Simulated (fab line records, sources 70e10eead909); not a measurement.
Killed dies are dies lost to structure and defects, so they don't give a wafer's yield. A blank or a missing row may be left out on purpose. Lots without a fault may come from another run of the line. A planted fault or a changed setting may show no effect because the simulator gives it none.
Chamber matching | flow nand_harc | NHARC_A_M1_DESCUM_14 on rie_diel-06: 4 sister chambers
The step chemistry O2, time 3 s. 24 wafers are shown with their chamber, then 12 later ones without.

WAFERS WITH THEIR CHAMBER
wafer  | chamber | showerhead_plenum_p_Torr (Torr) | drypump_motor_current_A (A) | oes_product_au (a.u.)
L080.3 | 2       | 1.85                            | 5.8                         | 1.017
L080.4 | 0       | 1.85                            | 5.0                         | 1.001
L080.6 | 2       | 1.85                            | 5.8                         | 1.012
L080.1 | 1       | 1.78                            | 5.2                         | 1.007
L080.2 | 0       | 1.85                            | 5.0                         | 0.989
L080.5 | 1       | 1.78                            | 5.2                         | 1.012
L081.1 | 1       | 1.78                            | 5.2                         | 1.012
L081.4 | 1       | 1.78                            | 5.2                         | 1.011
L081.6 | 2       | 1.85                            | 5.8                         | 1.011
L083.1 | 3       | 1.98                            | 5.9                         | 0.996
L083.2 | 0       | 1.85                            | 4.9                         | 0.987
L083.5 | 3       | 1.98                            | 5.9                         | 1.005
L085.1 | 1       | 1.77                            | 5.2                         | 1.011
L085.5 | 3       | 1.98                            | 5.9                         | 0.996
L085.6 | 2       | 1.85                            | 5.8                         | 1.011
L089.3 | 3       | 1.98                            | 5.9                         | 1.019
L089.4 | 1       | 1.77                            | 5.2                         | 1.017
L089.6 | 0       | 1.85                            | 4.9                         | 0.993
L089.1 | 2       | 1.85                            | 5.8                         | 1.020
L089.2 | 0       | 1.85                            | 5.0                         | 0.999
L089.5 | 3       | 1.98                            | 5.9                         | 1.014
L092.3 | 1       | 1.77                            | 5.2                         | 1.014
L092.5 | 2       | 1.85                            | 5.8                         | 1.002
L092.6 | 1       | 1.77                            | 5.2                         | 1.012

SIGNATURES (means of the wafers above)
reading                  | chamber 0 | chamber 1 | chamber 2 | chamber 3 | scatter within a chamber
showerhead_plenum_p_Torr | 1.8500    | 1.7750    | 1.8500    | 1.9800    | 0.00316
drypump_motor_current_A  | 4.960     | 5.200     | 5.800     | 5.900     | 0.0245
oes_product_au           | 0.99380   | 1.01200   | 1.01217   | 1.00600   | 0.00644
Rule: a wafer's distance from a chamber is the root of the sum, over the readings, of the square of ((its reading less the chamber's mean) divided by the reading's scatter). The wafer belongs to the nearest chamber; if the next one is less than 2 further off, it can't be placed. The scatter: the root of (the sum of the squares of (reading less its chamber's mean) over the shown wafers, divided by (wafers less chambers)).

WAFERS WITHOUT THEIR CHAMBER
wafer  | showerhead_plenum_p_Torr (Torr) | drypump_motor_current_A (A) | oes_product_au (a.u.)
L092.1 | 1.85                            | 5.8                         | 1.006
L092.2 | 1.98                            | 5.9                         | 1.005
L092.4 | 1.84                            | 4.9                         | 0.993
L094.1 | 1.85                            | 5.0                         | 0.991
L094.3 | 1.77                            | 5.2                         | 1.009
L094.4 | 1.85                            | 5.8                         | 1.008
L096.2 | 1.77                            | 5.2                         | 1.012
L096.4 | 1.98                            | 5.9                         | 0.991
L096.6 | 1.85                            | 5.8                         | 0.999
L096.1 | 1.85                            | 5.0                         | 0.976
L096.3 | 1.85                            | 5.8                         | 0.991
L096.5 | 1.77                            | 5.2                         | 1.002

WHICH CHAMBER EACH WENT THROUGH
wafer  | from the rows above | in truth
L092.1 | 2                   | 2
L092.2 | 3                   | 3
L092.4 | 0                   | 0
L094.1 | 0                   | 0
L094.3 | 1                   | 1
L094.4 | 2                   | 2
L096.2 | 1                   | 1
L096.4 | 3                   | 3
L096.6 | 2                   | 2
L096.1 | 0                   | 0
L096.3 | 2                   | 2
L096.5 | 1                   | 1
Placed correctly: 12 of 12. Can't be placed from these rows: 0. Placed wrongly: 0.
